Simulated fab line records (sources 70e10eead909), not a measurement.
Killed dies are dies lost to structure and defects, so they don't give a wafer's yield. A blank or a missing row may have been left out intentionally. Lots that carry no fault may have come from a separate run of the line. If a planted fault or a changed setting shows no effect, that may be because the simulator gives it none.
Matching of chambers	flow nandHarc	NHARC_A_CONTACT_ETCH_90 on rieDiel-09: 4 sister chambers
The step etches the open film in CH3F/O2, target depth 40 nm, time 85.7 s. 4 wafers are shown with their chamber, then 12 later ones without.

## WAFERS WITH THEIR CHAMBER
wafer	chamber	showerheadPlenumPTorr (Torr)
L086.4	3	2.60
L089.1	0	2.28
L089.2	2	2.28
L089.6	1	2.49

## WAFERS WITH NO CHAMBER GIVEN
wafer	showerheadPlenumPTorr (Torr)
L093.2	2.48
L093.4	2.27
L093.6	2.28
L094.3	2.59
L094.4	2.28
L094.5	2.59
L096.1	2.27
L096.3	2.28
L096.6	2.27
L097.1	2.28
L097.4	2.59
L097.5	2.28

## THE CHAMBER EACH PASSED THROUGH
wafer	from the rows above	in truth
L093.2	1	1
L093.4	can't be placed: 0 or 2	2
L093.6	can't be placed: 0 or 2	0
L094.3	3	3
L094.4	can't be placed: 0 or 2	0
L094.5	3	3
L096.1	can't be placed: 0 or 2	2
L096.3	can't be placed: 0 or 2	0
L096.6	can't be placed: 0 or 2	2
L097.1	can't be placed: 0 or 2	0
L097.4	3	3
L097.5	can't be placed: 0 or 2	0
Correct placement for 4 of the 12. Unplaceable from these rows: 8, with the true chamber sitting among the candidates in 8. 0 placed wrongly.
How it was worked out, from the rows above alone: a wafer's distance from a chamber is the root of the sum, over the readings, of the square of ((its reading less the chamber's mean) divided by the reading's scatter). If the next closest chamber is less than 2 further off than the closest, the wafer can't be placed; otherwise it belongs to the closest. Each chamber's mean is taken over the wafers shown for it. The scatter: root of mean squared gap, hidden wafer to nearest shown wafer, with one shown wafer a chamber.
